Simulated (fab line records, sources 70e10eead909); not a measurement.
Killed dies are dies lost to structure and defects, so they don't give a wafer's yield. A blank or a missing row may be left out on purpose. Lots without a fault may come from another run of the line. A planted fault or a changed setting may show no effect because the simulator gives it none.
fab line records | flow nand_harc
record lots=10 wafers=30 last_day=33
route steps=1302 shown A_STAIRCASE@700 END@1302
lots that met no fault: from a run of the same line without faults
start_h: hours from the record's first day to the start of the lot's first wafer shown | wait_h: hours since the lot's step before | " the same as in the row above | L1.1+2: a row that stands for several wafers | - no value, or no start given | * or withheld: withheld | < > ~ a bound
route shown NAME@n: a module of which the file shows steps, and the number in the route of the first | usual: mean/standard deviation of fault-free wafers | same: alike in all rows | chamber/n: place in a boat | sites: the reading at each site | _std_site: their standard deviation | _edge_site: outer sites' mean less inner sites' | radius_mm: how far each site lies from the wafer's centre | mask NAME#n: copy n | behind: the tool/chamber that last shaped the wafer | hold: why the lot was held/for how many hours/how that ended | device: the transistor (n, p or np) that didn't switch | end of line: the same wafers' tests at the end of the route | a step without rows: its recipe alone | killed: dies lost to structure and defects at the first sort, not the wafer's yield | map: a wafer's dies, x killed, . not, _ none there
set.NAME: the setting as run; set.NAME@STEP: as run at that earlier step | model.NAME: the simulator's own value behind a step, which no gauge read
steps of the route over a sample of lots; a table a step, a row a wafer
services: from which hour (start_h, from the record's first day; less than 0 if before it) a tool's chamber was out of use, for how many hours, and why
## steps
# step NHARC_A_STAIRCASE_DESCUM_186
# recipe time_s=3 o2_flow_sccm=200 ar_flow_sccm=0 bias_power_w=0 chemistry=O2
# usual chamber_pressure_mTorr=60.00/0.055 drypump_motor_current_A=5.8/0.49 mfc_ar_sccm=0.004/0.0089 oes_product_au=1.000/0.0089 rf_vpp_V=57.9/0.96 showerhead_plenum_p_Torr=1.94/0.1 throttle_valve_pct=11.311/0.0077
# same bias_power_w=0
# columns lot.wafer tool chamber start_h wait_h chamber_pressure_mTorr drypump_motor_current_A mfc_ar_sccm oes_product_au rf_hours_counter_h rf_vpp_V showerhead_plenum_p_Torr throttle_valve_pct
L899.2 rie_diel-11 1 365.19 - 60.02 5.4 0.008 1.000 26 57.7 1.97 11.312
L899.4 " 3 " " 60.06 6.2 0 0.989 28 57.3 1.82 11.310
L899.6 " 0 " " 60.00 5.4 0 1.011 - 59.5 2.04 11.303
L902.1 rie_diel-02 2 403.28 - 59.93 6.2 0 0.994 0 58.4 1.98 11.312
L902.5 " 1 " " 60.01 5.3 0 0.997 - 59.1 2.03 11.325
L902.6 " 2 " " 59.90 6.2 0 0.992 - 58.8 1.98 11.305
L905.1 rie_diel-11 3 426.76 - 60.04 6.3 0 1.008 50 56.6 1.81 11.320
L905.3 " 1 " " 60.01 5.4 0.008 1.006 49 57.9 1.96 11.309
L905.6 " 3 " " 60.00 6.2 0 0.992 - 56.3 1.81 11.315
L912.3 rie_diel-10 3 501.07 - 60.03 6.7 0.036 0.997 20 58.4 1.98 11.315
L912.1 " 0 " " 59.97 5.5 0.016 0.987 25 59.1 1.97 11.303
L912.5 " 1 " " 60.07 6.5 0 1.015 - 56.9 1.82 11.325
L911.3 rie_diel-10 2 507.49 - 59.99 5.1 0 1.004 26 58.7 2.07 11.315
L911.6 " 3 " " 60.03 6.7 0.036 0.998 - 58.5 1.98 11.313
L911.5 " 0 " " 59.99 5.5 0.016 0.999 - 57.4 1.97 11.309
L913.2 rie_diel-11 1 513.96 - 59.91 5.4 0.008 0.997 19 58.7 1.95 11.311
L913.4 " 2 " " 59.99 6.1 0 1.004 18 59.2 2.07 11.296
L913.6 " 3 " " 60.04 6.2 0 1.004 - 56.2 1.81 11.302
L914.1 rie_diel-10 2 514.49 - 60.00 5.2 0 0.998 27 58.1 2.07 11.303
L914.4 " 3 " " 59.98 6.7 0.036 1.000 23 57.7 1.98 11.319
L914.6 " 1 " " 60.08 6.4 0 0.991 - 56.9 1.82 11.305
L915.2 rie_diel-11 3 527.41 - 60.07 6.2 0 1.000 23 57.7 1.81 11.318
L915.5 " 2 " " 60.06 6.0 0 0.998 - 58.3 2.07 11.310
L915.6 " 3 " " 60.07 6.2 0 1.021 - 56.3 1.81 11.313
L916.1 rie_diel-11 0 534.40 - 60.02 5.4 0 0.991 24 59.3 2.02 11.304
L916.3 " 1 " " 59.97 5.4 0.008 0.995 26 58.3 1.95 11.305
L916.5 " 3 " " 60.09 6.2 0 0.997 - 55.9 1.80 11.308
L921.4 rie_diel-11 0 574.49 - 60.12 5.3 0 0.991 37 57.2 2.02 11.322
L921.3 " 1 " " 59.95 5.4 0.008 1.011 37 59.0 1.95 11.312
L921.6 " 0 " " 59.83 5.3 0 0.995 - 59.8 2.02 11.312
# step NHARC_A_STAIRCASE_TRIM_193
# recipe time_s=211.2 o2_flow_sccm=500 ar_flow_sccm=0 bias_w=0 chemistry=O2
# usual chamber_pressure_mTorr=60.00/0.055 drypump_motor_current_A=5.8/0.49 mfc_ar_sccm=0.004/0.0085 oes_product_au=1.000/0.0096 rf_vpp_V=57.9/0.93 showerhead_plenum_p_Torr=3.58/0.17 throttle_valve_pct=17.037/0.0099
# same bias_w=0
# columns lot.wafer tool chamber start_h wait_h chamber_pressure_mTorr drypump_motor_current_A mfc_ar_sccm oes_product_au rf_hours_counter_h rf_vpp_V showerhead_plenum_p_Torr throttle_valve_pct
L899.2 rie_diel-11 0 - - 60.01 5.4 0 1.000 25 57.4 3.74 17.041
L899.4 " 1 " " 59.97 5.4 0.008 0.992 26 57.6 3.62 17.027
L899.6 " 1 " " 59.96 5.4 0.008 0.993 - 59.3 3.62 17.035
L902.1 rie_diel-02 3 - - 60.00 5.3 0 1.000 0 57.9 3.51 17.034
L902.5 " 0 " " 60.14 6.0 0 0.976 - 56.5 3.33 17.035
L902.6 " 1 " " 59.98 5.4 0 0.998 - 58.0 3.74 17.042
L905.3 rie_diel-11 2 - - 60.04 6.1 0 1.002 53 56.1 3.27 17.060
L905.1 " 3 " " 59.93 6.2 0 0.996 50 57.5 3.36 17.036
L905.6 " 1 " " 60.09 5.4 0.008 1.008 - 58.2 3.61 17.044
L912.1 rie_diel-10 1 - - 60.11 6.5 0 0.995 25 57.6 3.37 17.042
L912.3 " 2 " " 59.97 5.1 0 1.002 25 58.6 3.79 17.042
L912.5 " 1 " " 60.00 6.5 0 0.991 - 57.9 3.37 17.039
L911.3 rie_diel-10 2 - - 60.01 5.2 0 1.004 26 58.7 3.79 17.024
L911.6 " 1 " " 59.92 6.5 0 0.998 - 56.3 3.37 17.031
L911.5 " 2 " " 60.07 5.2 0 1.021 - 58.9 3.79 17.064
L913.4 rie_diel-11 2 - - 59.98 6.1 0 1.011 19 58.4 3.80 17.041
L913.2 " 1 " " 60.00 5.4 0.008 1.012 19 60.1 3.59 17.035
L913.6 " 3 " " 60.05 6.3 0 1.002 - 55.8 3.35 17.042
L914.1 rie_diel-10 0 - - 59.96 5.5 0.016 0.998 29 59.2 3.62 17.013
L914.4 " 1 " " 60.04 6.5 0 1.004 28 57.9 3.37 17.069
L914.6 " 2 " " 59.99 5.1 0 0.995 - 57.6 3.79 17.037
L915.2 rie_diel-11 3 - - 60.06 6.3 0 0.999 23 55.7 3.34 17.031
L915.6 " 2 " " 60.04 6.1 0 0.990 - 57.4 3.79 17.042
L915.5 " 3 " " 60.09 6.3 0 1.006 - 58.7 3.34 17.046
L916.1 rie_diel-11 1 - - 60.01 5.4 0.008 0.998 27 57.4 3.59 17.043
L916.3 " 3 " " 59.96 6.3 0 1.004 27 57.5 3.34 17.038
L916.5 " 3 " " 59.98 6.2 0 1.001 - 57.0 3.34 17.047
L921.3 rie_diel-11 1 - - 60.01 5.4 0.008 1.018 38 59.6 3.58 17.046
L921.4 " 0 " " 59.96 5.4 0 1.007 38 57.9 3.70 17.044
L921.6 " 1 " " 60.01 5.4 0.008 1.006 - 58.9 3.58 17.039
# step NHARC_A_STAIRCASE_TRIM_196
# recipe time_s=211.2 o2_flow_sccm=500 ar_flow_sccm=0 bias_w=0 chemistry=O2
# usual bias_w=0/0 chamber_pressure_mTorr=60.00/0.055 drypump_motor_current_A=5.8/0.52 mfc_ar_sccm=0.004/0.01 oes_product_au=0.998/0.011 rf_vpp_V=57.8/0.92 showerhead_plenum_p_Torr=3.55/0.17 throttle_valve_pct=17.036/0.0094
# columns lot.wafer tool chamber start_h wait_h bias_w chamber_pressure_mTorr drypump_motor_current_A mfc_ar_sccm oes_product_au rf_hours_counter_h rf_vpp_V showerhead_plenum_p_Torr throttle_valve_pct
L899.2 rie_diel-11 3 366.78 0.1 0 59.99 6.2 0 0.996 29 57.1 3.37 17.040
L899.4 " 1 " " 0 60.03 5.4 0.008 1.005 26 57.9 3.62 17.025
L899.6 " 2 " " 0 60.06 6.1 0 1.004 - 57.5 3.28 17.050
L902.1 rie_diel-02 2 404.40 0.1 - - - - - - - - -
L902.6 " 1 " " - - - - - - - - -
L902.5 " 2 " " - - - - - - - - -
L905.3 rie_diel-11 0 428.32 0.1 - - - - - - - - -
L905.1 " 1 " " - - - - - - - - -
L905.6 " 3 " " - - - - - - - - -
L912.1 rie_diel-11 0 502.18 0.1 0 60.01 5.3 0 1.006 13 57.7 3.72 17.038
L912.3 " 1 " " 0 60.05 5.4 0.008 1.011 14 59.3 3.60 17.024
L912.5 " 3 " " 0 59.97 6.3 0 1.003 - 56.5 3.35 17.031
L911.3 rie_diel-02 0 508.65 0.1 0 60.01 6.0 0 0.980 37 59.1 3.31 17.030
L911.6 " 3 " " 0 60.07 5.3 0 1.011 - 58.0 3.49 17.044
L911.5 " 0 " " 0 59.99 6.0 0 0.981 - 57.9 3.31 17.050
L913.2 rie_diel-02 0 515.28 0.1 0 59.93 6.0 0 0.985 40 57.1 3.31 17.052
L913.4 " 2 " " 0 60.01 6.3 0 0.987 41 58.8 3.62 17.032
L913.6 " 0 " " 0 60.07 6.0 0 0.982 - 56.3 3.31 17.053
L914.1 rie_diel-10 2 515.90 0.1 0 59.91 5.1 0 1.004 28 59.5 3.79 17.036
L914.4 " 3 " " 0 60.00 6.7 0.036 0.998 24 56.8 3.64 17.028
L914.6 " 1 " " 0 59.91 6.5 0 1.009 - 57.3 3.37 17.034
L915.2 rie_diel-11 2 528.57 0.1 0 60.01 6.1 0 0.999 25 58.2 3.79 17.037
L915.5 " 3 " " 0 59.96 6.3 0 1.017 - 56.9 3.34 17.022
L915.6 " 0 " " 0 59.98 5.4 0 1.009 - 57.2 3.71 17.037
L916.1 rie_diel-02 1 537.36 0.1 0 59.97 5.4 0 0.994 50 59.8 3.71 17.040
L916.3 " 3 " " 0 60.03 5.3 0 0.995 49 56.3 3.48 17.039
L916.5 " 1 " " 0 59.98 5.3 0 0.998 - 58.6 3.71 17.075
L921.4 rie_diel-10 0 575.85 0.1 0 59.90 5.5 0.016 1.009 51 56.7 3.61 17.043
L921.3 " 1 " " 0 59.97 6.5 0 1.005 53 56.9 3.36 17.049
L921.6 " 3 " " 0 60.09 6.8 0.036 1.000 - 59.3 3.63 17.040
# step NHARC_A_STAIRCASE_TRIM_200
# recipe time_s=211.2 o2_flow_sccm=500 ar_flow_sccm=0 bias_w=0 chemistry=O2
# usual chamber_pressure_mTorr=59.99/0.049 drypump_motor_current_A=5.8/0.5 mfc_ar_sccm=0.004/0.0096 oes_product_au=0.998/0.01 rf_vpp_V=57.9/0.96 showerhead_plenum_p_Torr=3.56/0.16 throttle_valve_pct=17.035/0.0089
# same bias_w=0
# columns lot.wafer tool chamber start_h wait_h chamber_pressure_mTorr drypump_motor_current_A mfc_ar_sccm oes_product_au rf_hours_counter_h rf_vpp_V showerhead_plenum_p_Torr throttle_valve_pct
L899.2 rie_diel-11 3 - - 59.96 6.3 0 0.985 29 57.6 3.37 17.042
L899.4 " 2 " " 60.07 6.1 0 1.005 30 57.5 3.28 17.029
L899.6 " 0 " " 60.03 5.3 0 0.998 - 59.2 3.74 17.042
L902.1 rie_diel-02 0 - - 59.93 6.0 0 0.978 1 57.0 3.33 17.036
L902.6 " 1 " " 59.99 5.3 0 0.996 - 59.7 3.74 17.035
L902.5 " 2 " " 59.99 6.3 0 1.000 - 58.0 3.64 17.041
L905.3 rie_diel-11 2 - - 60.02 6.1 0 1.006 54 56.8 3.27 17.035
L905.1 " 3 " " 59.97 6.3 0 1.000 51 56.9 3.35 17.024
L905.6 " 2 " " 59.98 6.1 0 1.006 - 57.9 3.27 17.016
L912.3 rie_diel-11 2 - - 60.03 6.1 0 0.991 14 57.6 3.80 17.026
L912.1 " 0 " " 60.04 5.4 0 0.988 14 59.1 3.72 17.041
L912.5 " 2 " " 59.91 6.1 0 1.002 - 58.2 3.80 17.048
L911.3 rie_diel-02 0 - - 59.98 6.0 0 0.975 37 58.0 3.31 17.024
L911.5 " 0 " " 59.97 6.0 0 0.972 - 56.6 3.31 17.044
L911.6 " 1 " " 59.94 5.3 0 1.010 - 57.6 3.72 17.014
L913.2 rie_diel-02 2 - - 59.92 6.3 0 1.002 41 59.1 3.62 17.038
L913.4 " 3 " " 60.03 5.3 0 1.015 39 57.8 3.49 17.042
L913.6 " 2 " " 59.98 6.3 0 0.982 - 58.5 3.62 17.056
L914.4 rie_diel-10 1 - - 59.89 6.5 0 1.005 28 57.7 3.37 17.036
L914.1 " 2 " " 60.01 5.1 0 0.999 28 57.7 3.79 17.031
L914.6 " 0 " " 59.99 5.5 0.016 0.993 - 56.7 3.62 17.037
L915.2 rie_diel-11 2 - - 59.95 6.1 0 1.000 25 57.0 3.79 17.026
L915.5 " 0 " " 60.00 5.4 0 0.999 - 57.8 3.71 17.034
L915.6 " 1 " " 59.96 5.4 0.008 1.014 - 57.3 3.59 17.027
L916.1 rie_diel-02 0 - - 60.03 6.0 0 0.974 49 57.0 3.31 17.049
L916.3 " 1 " " 59.98 5.3 0 1.002 51 57.8 3.71 17.037
L916.5 " 3 " " 60.01 5.3 0 0.990 - 56.3 3.48 17.025
L921.3 rie_diel-10 3 - - 60.03 6.7 0.036 1.004 44 56.7 3.63 17.052
L921.4 " 0 " " 60.00 5.5 0.016 1.003 53 59.7 3.61 17.031
L921.6 " 3 " " 59.99 6.7 0.036 1.002 - 57.7 3.63 17.040
# step NHARC_END_SORT_01
# recipe temp_c=25
# usual killed_at_array=55/12 killed_at_other=1.0/1.2 killed_at_periphery=3.9/2.6 killed_dies=60/12 killed_open=3.3/1.9 killed_short=2.5/1.8
# same gross_dies=677
# columns lot.wafer tool chamber start_h wait_h killed_at_array killed_at_other killed_at_periphery killed_dies killed_open killed_short
L902.1 prober-01 0 592.76 2.5 671 2 4 677 2 2
L902.5 prober-01 0 595.97 3.7 672 1 4 677 8 2
L902.6 prober-01 0 596.77 4.0 672 2 3 677 2 3
L905.1 prober-01 0 631.41 2.5 671 1 5 677 3 0
L905.3 prober-01 0 632.99 3.1 675 1 1 677 0 0
L905.6 prober-01 0 635.37 4.0 671 1 5 677 1 3
L914.1 prober-02 0 705.66 2.5 68 0 0 68 1 1
L914.4 prober-02 0 708.04 3.4 54 0 5 59 0 2
L914.6 prober-02 0 709.63 4.0 46 0 7 53 4 0
L912.1 prober-01 0 705.69 2.5 37 0 5 42 5 3
L912.3 prober-01 0 707.30 3.1 49 0 1 50 5 5
L912.5 prober-01 0 708.90 3.7 43 0 3 46 4 2
L911.3 prober-02 0 716.10 3.1 59 1 2 62 4 3
L911.5 prober-02 0 717.71 3.7 52 0 2 54 5 1
L911.6 prober-02 0 718.51 4.0 52 2 1 55 2 1
L913.2 prober-01 0 724.87 2.8 66 6 3 75 4 4
L913.4 prober-01 0 726.45 3.4 66 3 1 70 0 2
L913.6 prober-01 0 728.03 4.0 64 4 1 69 2 4
L916.1 prober-02 0 729.22 2.5 47 0 4 51 2 1
L916.3 prober-02 0 730.82 3.1 55 0 6 61 2 3
L916.5 prober-02 0 732.43 3.7 47 0 4 51 2 4
# killed by level:class
L902.1 A_STAIRCASE:area_trim=589 A_CHANNEL_HOLE_D1:chamber_film_flake=34 A_SLIT:chamber_film_flake=26 A_STAIRCASE:chamber_film_flake=12 A_CHANNEL_HOLE_D2:chamber_film_flake=4 A_DECK1_JOINT:chamber_film_flake=2 A_CONTACT:chamber_film_flake=2 THIN_TSV:chamber_film_flake=2
L902.5 A_STAIRCASE:area_trim=590 A_CHANNEL_HOLE_D1:chamber_film_flake=25 A_SLIT:chamber_film_flake=25 A_STAIRCASE:chamber_film_flake=8 A_CONTACT:chamber_film_flake=8 A_CHANNEL_HOLE_D2:chamber_film_flake=5 P_GATE:chamber_film_flake=3 P_M0:geometric_particle:open=1
L902.6 A_STAIRCASE:area_trim=588 A_CHANNEL_HOLE_D1:chamber_film_flake=28 A_SLIT:chamber_film_flake=26 A_STAIRCASE:chamber_film_flake=11 A_CONTACT:chamber_film_flake=8 A_CHANNEL_HOLE_D2:chamber_film_flake=6 A_ONON_D1:geometric_particle:short=2 THIN_TSV:chamber_film_flake=2
L905.1 A_STAIRCASE:area_trim=624 A_CHANNEL_HOLE_D1:chamber_film_flake=24 A_CHANNEL_HOLE_D2:chamber_film_flake=13 P_BONDPAD:chamber_film_flake=3 A_CONTACT:chamber_film_flake=3 A_BONDPAD:chamber_film_flake=3 A_ONON_D1:geometric_particle:open=1 A_DECK1_JOINT:geometric_particle:open=1
L905.3 A_STAIRCASE:area_trim=613 A_CHANNEL_HOLE_D1:chamber_film_flake=34 A_CHANNEL_HOLE_D2:chamber_film_flake=14 A_STAIRCASE:chamber_film_flake=4 A_CONTACT:chamber_film_flake=3 A_BONDPAD:chamber_film_flake=3 A_CHANNEL_FILL_D2:chamber_film_flake=2 P_BONDPAD:chamber_film_flake=1
L905.6 A_STAIRCASE:area_trim=614 A_CHANNEL_HOLE_D1:chamber_film_flake=31 A_CHANNEL_HOLE_D2:chamber_film_flake=14 P_BONDPAD:chamber_film_flake=5 A_WL_FILL:chamber_film_flake=2 A_CONTACT:chamber_film_flake=2 A_CHANNEL_FILL_D1:geometric_particle:short=1 A_ONON_D2:geometric_particle:short=1
L914.1 A_SLIT:chamber_film_flake=31 A_CHANNEL_HOLE_D2:chamber_film_flake=21 A_CHANNEL_HOLE_D1:chamber_film_flake=6 A_STAIRCASE:chamber_film_flake=5 A_CONTACT:chamber_film_flake=3 A_CHANNEL_FILL_D2:geometric_particle:short=1 A_M0:geometric_particle:open=1
L912.1 A_CHANNEL_HOLE_D2:chamber_film_flake=17 A_CHANNEL_HOLE_D1:chamber_film_flake=6 A_SLIT:chamber_film_flake=3 P_GATE:geometric_particle:open=2 A_CHANNEL_FILL_D1:geometric_particle:short=2 A_ZERO_WELL:chamber_film_flake=2 A_CONTACT:chamber_film_flake=2 A_SOURCE_PLATE:geometric_particle:open=1
L912.3 A_CHANNEL_HOLE_D2:chamber_film_flake=24 A_CHANNEL_HOLE_D1:chamber_film_flake=6 A_SLIT:chamber_film_flake=3 A_DECK1_JOINT:geometric_particle:open=2 A_WL_FILL:geometric_particle:short=2 A_SGD_CUT:chamber_film_flake=2 A_CONTACT:chamber_film_flake=2 A_ONON_D1:geometric_particle:short=1
L914.4 A_SLIT:chamber_film_flake=25 A_CHANNEL_HOLE_D2:chamber_film_flake=13 A_CONTACT:chamber_film_flake=5 A_CHANNEL_HOLE_D1:chamber_film_flake=4 P_GATE:chamber_film_flake=2 A_STAIRCASE:chamber_film_flake=2 A_SOURCE_PLATE:geometric_particle:short=1 A_SGD_CUT:geometric_particle:short=1
L912.5 A_CHANNEL_HOLE_D2:chamber_film_flake=19 A_CHANNEL_HOLE_D1:chamber_film_flake=8 A_CONTACT:chamber_film_flake=5 A_SLIT:chamber_film_flake=4 A_CHANNEL_FILL_D2:chamber_film_flake=2 P_STI:geometric_particle:short=1 P_M2:geometric_particle:open=1 A_DECK1_JOINT:geometric_particle:short=1
L914.6 A_SLIT:chamber_film_flake=23 A_CHANNEL_HOLE_D2:chamber_film_flake=11 A_CONTACT:chamber_film_flake=5 P_GATE:chamber_film_flake=4 A_CHANNEL_HOLE_D1:chamber_film_flake=3 A_ONON_D2:geometric_particle:open=1 A_CHANNEL_FILL_D2:geometric_particle:open=1 A_M0:geometric_particle:open=1
L911.3 A_CHANNEL_HOLE_D1:chamber_film_flake=28 A_CHANNEL_HOLE_D2:chamber_film_flake=20 A_CHANNEL_FILL_D1:geometric_particle:short=2 A_CHANNEL_HOLE_D2:geometric_particle:open=2 A_CHANNEL_FILL_D2:chamber_film_flake=2 A_SLIT:chamber_film_flake=2 P_M0:geometric_particle:open=1 A_CHANNEL_FILL_D2:geometric_particle:short=1
L911.5 A_CHANNEL_HOLE_D1:chamber_film_flake=24 A_CHANNEL_HOLE_D2:chamber_film_flake=20 P_M0:geometric_particle:open=2 A_SLIT:chamber_film_flake=2 A_ONON_D2:geometric_particle:short=1 A_CHANNEL_HOLE_D2:geometric_particle:open=1 A_BLC:geometric_particle:open=1 A_M0:geometric_particle:open=1
L911.6 A_CHANNEL_HOLE_D1:chamber_film_flake=30 A_CHANNEL_HOLE_D2:chamber_film_flake=18 A_SLIT:chamber_film_flake=2 P_CONTACT:geometric_particle:open=1 STARTING-WAFER:geometric_particle:open=1 STARTING-WAFER:geometric_particle:short=1 A_WL_FILL:chamber_film_flake=1 A_CONTACT:chamber_film_flake=1
L913.2 A_SLIT:chamber_film_flake=30 A_CHANNEL_HOLE_D1:chamber_film_flake=24 THIN_TSV:chamber_film_flake=6 A_WL_FILL:chamber_film_flake=3 A_CONTACT:chamber_film_flake=2 P_ZERO_WELL:geometric_particle:short=1 P_M0:geometric_particle:open=1 A_ONON_D1:geometric_particle:short=1
L913.4 A_SLIT:chamber_film_flake=32 A_CHANNEL_HOLE_D1:chamber_film_flake=30 THIN_TSV:chamber_film_flake=3 A_SOURCE_PLATE:geometric_particle:short=1 A_DECK1_JOINT:geometric_particle:short=1 P_GATE:chamber_film_flake=1 A_DECK1_JOINT:chamber_film_flake=1 A_WL_FILL:chamber_film_flake=1
L913.6 A_SLIT:chamber_film_flake=28 A_CHANNEL_HOLE_D1:chamber_film_flake=24 THIN_TSV:chamber_film_flake=4 A_CONTACT:chamber_film_flake=3 A_ONON_D1:geometric_particle:short=2 A_STAIRCASE:chamber_film_flake=2 P_M0:geometric_particle:open=1 A_ONON_D2:geometric_particle:short=1
L916.1 A_SLIT:chamber_film_flake=27 A_CHANNEL_HOLE_D1:chamber_film_flake=10 A_STAIRCASE:chamber_film_flake=3 A_CONTACT:chamber_film_flake=3 P_M1:geometric_particle:open=1 A_ONON_D1:geometric_particle:open=1 A_CHANNEL_FILL_D1:geometric_particle:short=1 P_GATE:chamber_film_flake=1
L916.3 A_SLIT:chamber_film_flake=31 A_CHANNEL_HOLE_D1:chamber_film_flake=10 A_STAIRCASE:chamber_film_flake=4 P_CONTACT:chamber_film_flake=2 P_M1:chamber_film_flake=2 A_DECK1_JOINT:chamber_film_flake=2 A_CONTACT:chamber_film_flake=2 A_CHANNEL_HOLE_D1:geometric_particle:short=1
L916.5 A_SLIT:chamber_film_flake=26 A_CHANNEL_HOLE_D1:chamber_film_flake=6 A_CONTACT:chamber_film_flake=4 A_STAIRCASE:chamber_film_flake=3 A_ONON_D1:geometric_particle:open=2 A_CHANNEL_FILL_D2:geometric_particle:short=2 A_WL_FILL:chamber_film_flake=2 P_ZERO_WELL:geometric_particle:short=1
## services
# columns tool chamber start_h hours kind
rie_diel-11 0 341.23 - clean
rie_diel-11 1 341.23 - clean
rie_diel-11 2 341.23 - clean
rie_diel-11 3 341.23 - clean
rie_diel-11 0 365.74 - clean
rie_diel-11 1 365.74 - clean
rie_diel-11 2 365.74 - clean
rie_diel-11 3 365.74 - clean
rie_diel-10 1 384.00 18.2 repair
rie_diel-11 0 390.24 - clean
rie_diel-11 1 390.24 - clean
rie_diel-11 2 390.24 - clean
rie_diel-11 3 390.24 - clean
rie_diel-02 - 394.10 9.0 pm
rie_diel-11 0 414.74 - clean
rie_diel-11 1 414.74 - clean
rie_diel-11 2 414.74 - clean
rie_diel-11 3 414.74 - clean
rie_diel-10 - 421.83 9.0 pm
rie_diel-10 1 444.88 5.8 repair
rie_diel-11 2 494.38 2.8 repair
rie_diel-11 2 531.46 11.6 repair
rie_diel-10 3 562.48 11.0 repair
rie_diel-02 - 571.15 9.0 pm
## key
first_sign step=NHARC_A_STAIRCASE_TRIM_196 reading=tool_record direction=missing
effect step=NHARC_END_SORT_01 reading=killed_dies direction=up sigmas=52 usual=60 struck=677
more_kills_born_at NHARC_A_STAIRCASE_TRIM_196@rie_diel-11=1851 NHARC_A_STAIRCASE_TRIM_196@rie_diel-02=1765
met_at NHARC_A_STAIRCASE_TRIM_196
struck_lots L902,L905
later_rows_left_out L902.1,L902.5,L902.6,L905.1,L905.3,L905.6
tester_left_out L902,L905
not_acting_at NHARC_A_STAIRCASE_DESCUM_186,NHARC_A_STAIRCASE_TRIM_193,NHARC_A_STAIRCASE_TRIM_200
onset_between 366.78 404.40
fault kind=skipped_step_whole tool=rie_diel-02,rie_diel-11 chamber=- onset_h=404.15 steps=NHARC_A_STAIRCASE_TRIM_196 scope=struck_lots_only
# tester_left_out: of these lots the tester's yield and bins aren't shown, on N5 and GAA mostly nor the transistor test; their killed dies are dies lost to structure and defects alone, not to doping, threshold or leakage, so they don't give the yield
# later_rows_left_out: the simulator's readings of these wafers behind a module that went badly wrong aren't trusted and aren't shown, but for the sort
